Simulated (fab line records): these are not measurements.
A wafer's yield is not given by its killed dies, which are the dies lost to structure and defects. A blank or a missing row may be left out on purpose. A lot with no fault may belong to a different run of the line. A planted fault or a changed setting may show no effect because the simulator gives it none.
fab line records -- flow nand-harc -- part 2 of 2: steps 5 to 6 of 6
[record] lots = 23, wafers = 69, last-day = 24
route steps=1159 shown A_CHANNEL_FILL_D1@517 A_STAIRCASE@533
lots with no fault: from the same line, run without faults
start-h: the number of hours between the record's first day and the start of the first shown wafer of the lot -- wait-h: time in hours since the lot's previous step -- " the same as in the row above -- L1.1+2: several wafers, shown together as one row -- - no value, or no start was given -- * or withheld: withheld -- < > ~ a bound
route shown NAME@n: names a module that has steps shown in the file, with the first one's number in the route -- usual: mean and standard deviation over wafers with no fault -- same: alike in all rows -- chamber/n: place in a boat -- sites: per-site readings -- _std_site: how widely they spread, as a standard deviation -- _edge_site: the outer-site mean with the inner-site mean subtracted -- radius-mm: for every site, how far away it sits from the centre of the wafer -- mask NAME#n: copy n -- behind: the tool/chamber that last shaped the wafer -- hold: why the lot was held/for how many hours/how that ended -- device: transistor that didn't switch, given as n, p or np -- end of line: the tests these same wafers got at the end of their route -- a step given without rows: its recipe and nothing more -- killed: dies that structure and defects cost at the first sort, which is not the same as the wafer's yield -- map: per-die view of a wafer (x killed, . not killed, _ where there is no die)
set.NAME: setting as actually run; set.NAME@STEP: the setting as run at that earlier step -- model.NAME: the simulator's own value behind a step, which no gauge read
a sample of lots followed through the steps of the route, with each step as a table and each wafer as a row
services: from which hour (start-h, from the record's first day; less than 0 if before it) a tool's chamber was out of use, for how many hours, and why
[[steps]]
[step NHARC_A_STAIRCASE_ETCH_190]
[recipe] target-depth-a = 1000, time-s = 40.5, ion-energy-ev = 400, c4f8-flow-sccm = 20, o2-flow-sccm = 10, ar-flow-sccm = withheld, rf-w = 600, bias-w = 1000, chemistry = C4F8/O2
[usual] oes-product-au = 0.945/0.013, rf-fwd-power-W = 592.6/2.3, rf-vpp-V = 894/5.3
lot.wafer,tool,chamber,start-h,wait-h,oes-product-au,rf-fwd-power-W,rf-hours-counter-h,rf-vpp-V
L074.2,rie-diel-02,2,-,-,0.928,596.4,28,890
L074.1,rie-diel-02,1,-,-,0.938,590.6,28,890
L074.5,rie-diel-02,1,-,-,0.940,593.5,-,889
L075.1,rie-diel-01,2,-,-,0.942,595.2,36,901
L075.4,rie-diel-01,1,-,-,0.936,592.6,36,889
L075.5,rie-diel-01,2,-,-,0.941,594.3,-,899
L077.4,rie-diel-13,2,-,-,0.914,590.4,55,886
L077.2,rie-diel-13,3,-,-,0.918,585.8,58,894
L077.6,rie-diel-13,3,-,-,0.914,589.9,-,893
L076.1,rie-diel-02,2,-,-,0.937,595.1,33,891
L076.4,rie-diel-02,0,-,-,0.946,594.4,-,898
L076.6,rie-diel-02,1,-,-,0.938,592.5,-,888
L078.1,rie-diel-01,1,-,-,0.956,588.7,46,891
L078.3,rie-diel-01,3,-,-,0.944,591.6,47,897
L078.5,rie-diel-01,0,-,-,0.950,592.0,-,890
L080.3,rie-diel-13,2,-,-,0.954,588.8,59,886
L080.4,rie-diel-13,3,-,-,0.956,589.8,62,894
L080.5,rie-diel-13,1,-,-,0.948,592.1,-,890
L079.2,rie-diel-01,2,-,-,0.943,595.2,47,899
L079.5,rie-diel-01,2,-,-,0.945,595.8,-,900
L079.6,rie-diel-01,3,-,-,0.935,592.4,-,896
L082.1,rie-diel-02,2,-,-,0.932,594.9,46,891
L082.6,rie-diel-02,3,-,-,0.942,593.9,-,903
L082.5,rie-diel-02,0,-,-,0.925,592.8,-,897
L081.2,rie-diel-13,0,-,-,0.951,590.8,2,894
L081.5,rie-diel-13,0,-,-,0.940,590.7,-,895
L081.6,rie-diel-13,1,-,-,0.950,593.5,-,889
L084.4,rie-diel-13,2,-,-,0.967,589.4,6,906
L084.1,rie-diel-13,3,-,-,0.942,588.2,5,894
L084.3,rie-diel-13,0,-,-,0.959,592.7,6,896
L083.2,rie-diel-13,2,-,-,0.959,587.6,7,905
L083.3,rie-diel-13,3,-,-,0.927,590.5,7,893
L083.1,rie-diel-13,1,-,-,0.944,590.7,8,889
L085.4,rie-diel-02,0,-,-,0.932,591.9,54,898
L085.6,rie-diel-02,0,-,-,0.937,590.6,-,899
L085.5,rie-diel-02,1,-,-,0.934,590.0,-,888
L086.1,rie-diel-13,3,-,-,0.942,592.1,11,893
L086.2,rie-diel-13,0,-,-,0.946,593.3,12,895
L086.3,rie-diel-13,1,-,-,0.942,590.7,14,892
L088.3,rie-diel-13,2,-,-,0.985,593.2,15,907
L088.5,rie-diel-13,1,-,-,0.952,593.8,-,889
L088.6,rie-diel-13,2,-,-,0.965,592.3,-,904
L091.1,rie-diel-01,3,-,-,0.930,592.6,6,898
L091.3,rie-diel-01,0,-,-,0.938,592.0,4,889
L091.5,rie-diel-01,3,-,-,0.920,594.9,-,896
L087.1,rie-diel-13,0,-,-,0.959,595.4,23,896
L087.4,rie-diel-13,2,-,-,0.953,592.1,24,906
L087.6,rie-diel-13,0,-,-,0.958,594.6,-,897
L089.1,rie-diel-01,0,-,-,0.958,593.8,7,890
L089.3,rie-diel-01,3,-,-,0.952,591.9,8,895
L089.6,rie-diel-01,3,-,-,0.955,594.7,-,896
L093.1,rie-diel-02,1,-,-,0.960,591.1,3,889
L093.2,rie-diel-02,3,-,-,0.949,594.7,3,902
L093.6,rie-diel-02,2,-,-,0.943,596.0,-,888
L092.2,rie-diel-01,3,-,-,0.967,592.3,15,897
L092.5,rie-diel-01,0,-,-,0.961,595.4,-,890
L092.6,rie-diel-01,1,-,-,0.960,589.3,-,891
L095.1,rie-diel-02,0,-,-,0.945,591.0,11,899
L095.2,rie-diel-02,1,-,-,0.947,591.6,10,887
L095.4,rie-diel-02,2,-,-,0.948,595.6,12,890
L096.3,rie-diel-01,2,-,-,0.962,594.6,20,899
L096.2,rie-diel-01,3,-,-,0.949,592.7,21,896
L096.4,rie-diel-01,1,-,-,0.964,589.4,17,889
L094.4,rie-diel-01,3,-,-,0.946,594.7,22,895
L094.3,rie-diel-01,1,-,-,0.956,589.7,19,889
L094.6,rie-diel-01,2,-,-,0.943,596.2,-,898
L097.1,rie-diel-02,2,-,-,0.927,594.3,14,889
L097.4,rie-diel-02,0,-,-,0.940,592.7,13,897
L097.5,rie-diel-02,1,-,-,0.947,587.9,-,888
[step NHARC_A_STAIRCASE_TRIM_196]
[recipe] time-s = 211.2, o2-flow-sccm = 500, ar-flow-sccm = 0, bias-w = 0, chemistry = O2
[usual] drypump-motor-current-A = 5.7/0.37, oes-product-au = 1.004/0.0086, rf-vpp-V = 57.6/0.88, showerhead-plenum-p-Torr = 3.48/0.14, throttle-valve-pct = 17.037/0.0092
lot.wafer,tool,chamber,start-h,wait-h,drypump-motor-current-A,oes-product-au,rf-hours-counter-h,rf-vpp-V,showerhead-plenum-p-Torr,throttle-valve-pct
L074.1,rie-diel-13,2,246.41,0.1,5.6,0.995,51,56.9,3.27,17.031
L074.2,rie-diel-13,3,246.41,0.1,5.4,0.996,55,56.8,3.47,17.030
L074.5,rie-diel-13,3,246.41,0.1,5.4,0.985,-,57.7,3.47,17.034
L075.1,rie-diel-02,0,246.65,0.1,5.3,1.004,29,56.9,3.59,17.036
L075.4,rie-diel-02,0,246.65,0.1,5.3,1.007,-,59.6,3.59,17.044
L075.5,rie-diel-02,1,246.65,0.1,5.4,1.004,-,57.6,3.33,17.028
L077.2,rie-diel-02,1,257.52,0.1,5.4,1.011,34,56.9,3.32,17.051
L077.6,rie-diel-02,0,257.52,0.1,5.2,0.988,-,58.2,3.59,17.033
L077.4,rie-diel-02,1,257.52,0.1,5.4,0.992,-,57.1,3.32,17.045
L076.1,rie-diel-13,0,258.62,0.1,5.4,0.987,59,56.9,3.52,17.029
L076.4,rie-diel-13,3,258.62,0.1,5.4,0.992,59,58.7,3.47,17.044
L076.6,rie-diel-13,1,258.62,0.1,6.3,1.023,-,57.4,3.36,17.041
L078.1,rie-diel-02,1,268.41,0.1,5.4,1.008,40,58.1,3.32,17.044
L078.3,rie-diel-02,2,268.41,0.1,5.8,0.991,39,57.7,3.37,17.048
L078.5,rie-diel-02,1,268.41,0.1,5.4,1.000,-,57.1,3.32,17.048
L080.3,rie-diel-13,0,268.60,0.1,5.5,0.994,64,57.6,3.52,17.038
L080.4,rie-diel-13,1,268.60,0.1,6.3,1.014,61,56.0,3.36,17.042
L080.5,rie-diel-13,0,268.60,0.1,5.5,0.999,-,57.8,3.52,17.036
L079.2,rie-diel-01,3,270.39,0.1,5.6,1.001,48,58.9,3.56,17.038
L079.5,rie-diel-01,1,270.39,0.1,5.8,1.010,-,57.1,3.38,17.029
L079.6,rie-diel-01,2,270.39,0.1,6.4,1.009,-,56.9,3.63,17.039
L082.1,rie-diel-01,2,287.49,0.1,6.3,1.004,54,58.5,3.63,17.011
L082.6,rie-diel-01,2,287.49,0.1,6.3,1.012,-,57.1,3.63,17.030
L082.5,rie-diel-01,3,287.49,0.1,5.5,0.993,-,57.9,3.56,17.033
L081.2,rie-diel-13,2,288.73,0.1,5.7,1.020,2,59.2,3.81,17.033
L081.5,rie-diel-13,1,288.73,0.1,6.3,1.006,-,57.0,3.36,17.033
L081.6,rie-diel-13,2,288.73,0.1,5.7,1.012,-,58.2,3.81,17.030
L084.4,rie-diel-01,3,298.31,0.1,5.5,1.004,58,56.3,3.55,17.043
L084.3,rie-diel-01,0,298.31,0.1,5.4,1.021,60,57.7,3.35,17.041
L084.1,rie-diel-01,2,298.31,0.1,6.3,1.013,57,57.9,3.63,17.032
L083.1,rie-diel-13,1,302.04,0.1,6.3,1.011,8,57.6,3.35,17.045
L083.2,rie-diel-13,2,302.04,0.1,5.7,1.015,8,59.8,3.80,17.025
L083.3,rie-diel-13,3,302.04,0.1,5.4,1.002,7,56.4,3.46,17.032
L085.4,rie-diel-02,1,318.18,0.1,5.4,1.001,58,57.7,3.31,17.034
L085.5,rie-diel-02,0,318.18,0.1,5.3,0.998,-,59.2,3.58,17.039
L085.6,rie-diel-02,1,318.18,0.1,5.4,1.002,-,57.9,3.31,17.034
L086.3,rie-diel-13,0,318.94,0.1,5.5,1.006,14,58.2,3.51,17.021
L086.2,rie-diel-13,2,318.94,0.1,5.7,1.027,13,58.6,3.80,17.039
L086.1,rie-diel-13,3,318.94,0.1,5.4,1.003,13,58.3,3.46,17.051
L088.3,rie-diel-02,3,323.09,0.1,6.3,1.004,47,58.1,3.71,17.039
L088.5,rie-diel-02,3,323.09,0.1,6.3,1.013,-,58.5,3.71,17.052
L088.6,rie-diel-02,0,323.09,0.1,5.3,0.995,-,59.1,3.58,17.045
L091.3,rie-diel-13,1,336.98,0.1,6.3,1.011,25,58.0,3.34,17.037
L091.1,rie-diel-13,0,336.98,0.1,5.5,1.012,22,56.3,3.50,17.058
L091.5,rie-diel-13,2,336.98,0.1,5.7,1.012,-,58.3,3.79,17.019
L087.4,rie-diel-02,0,340.24,0.1,5.2,1.015,1,58.8,3.57,17.033
L087.1,rie-diel-02,1,340.24,0.1,5.4,1.004,1,55.9,3.31,17.036
L087.6,rie-diel-02,0,340.24,0.1,5.2,1.010,-,58.8,3.57,17.051
L089.3,rie-diel-01,1,341.36,0.1,5.8,1.008,7,56.9,3.37,17.036
L089.1,rie-diel-01,3,341.36,0.1,5.5,1.011,8,56.4,3.55,17.030
L089.6,rie-diel-01,1,341.36,0.1,5.8,1.022,-,57.8,3.37,17.034
L093.1,rie-diel-01,3,346.86,0.1,5.5,0.997,10,58.4,3.54,17.029
L093.2,rie-diel-01,0,346.86,0.1,5.4,1.018,9,59.1,3.34,17.042
L093.6,rie-diel-01,0,346.86,0.1,5.4,1.008,-,57.0,3.34,17.033
L092.2,rie-diel-13,3,360.10,0.1,5.4,1.000,28,57.6,3.45,17.025
L092.5,rie-diel-13,1,360.10,0.1,6.3,1.000,-,56.5,3.34,17.010
L092.6,rie-diel-13,2,360.10,0.1,5.7,1.009,-,57.0,3.79,17.035
L095.1,rie-diel-02,2,376.41,0.1,5.8,0.999,12,56.8,3.35,17.055
L095.4,rie-diel-02,3,376.41,0.1,6.3,0.996,12,59.0,3.70,17.018
L095.2,rie-diel-02,0,376.41,0.1,5.2,1.002,11,59.5,3.57,17.043
L096.4,rie-diel-01,3,376.85,0.1,5.6,1.003,21,57.8,3.54,17.050
L096.3,rie-diel-01,1,376.85,0.1,5.8,1.007,18,57.7,3.37,17.022
L096.2,rie-diel-01,2,376.85,0.1,6.3,1.021,20,56.5,3.61,17.037
L094.3,rie-diel-13,0,381.62,0.1,5.5,1.000,33,56.0,3.50,17.038
L094.4,rie-diel-13,1,381.62,0.1,6.3,0.996,35,57.0,3.34,17.041
L094.6,rie-diel-13,3,381.62,0.1,5.4,1.000,-,58.8,3.45,17.037
L097.1,rie-diel-01,2,386.79,0.1,6.3,1.012,25,57.7,3.61,17.030
L097.4,rie-diel-01,3,386.79,0.1,5.6,1.009,26,57.0,3.54,17.043
L097.5,rie-diel-01,3,386.79,0.1,5.6,0.995,-,58.4,3.54,17.026
[[services]]
tool,chamber,start-h,hours,kind
rie-diel-13,-,230.64,1.0,repair
rie-diel-13,0,232.16,-,clean
rie-diel-13,1,232.16,-,clean
rie-diel-13,2,232.16,-,clean
rie-diel-13,3,232.16,-,clean
rie-diel-01,3,237.65,6.5,repair
rie-diel-02,3,242.74,16.8,repair
rie-diel-13,3,247.91,3.9,repair
rie-diel-13,0,256.66,-,clean
rie-diel-13,1,256.66,-,clean
rie-diel-13,2,256.66,-,clean
rie-diel-13,3,256.66,-,clean
plasma-asher-01,-,276.00,9.0,pm
rie-diel-13,-,276.04,9.0,pm
rie-diel-13,0,276.04,9.0,vent-cycle
rie-diel-13,1,276.04,9.0,vent-cycle
rie-diel-13,0,298.36,4.0,repair
rtp-anneal-02,-,300.00,12.0,pm
rie-diel-01,-,314.80,9.0,pm
rie-diel-02,-,328.15,9.0,pm
rie-diel-01,2,339.55,1.5,repair
rie-diel-13,-,346.60,0.4,repair
plasma-asher-02,-,360.00,9.0,pm
plasma-asher-02,-,370.43,12.4,repair
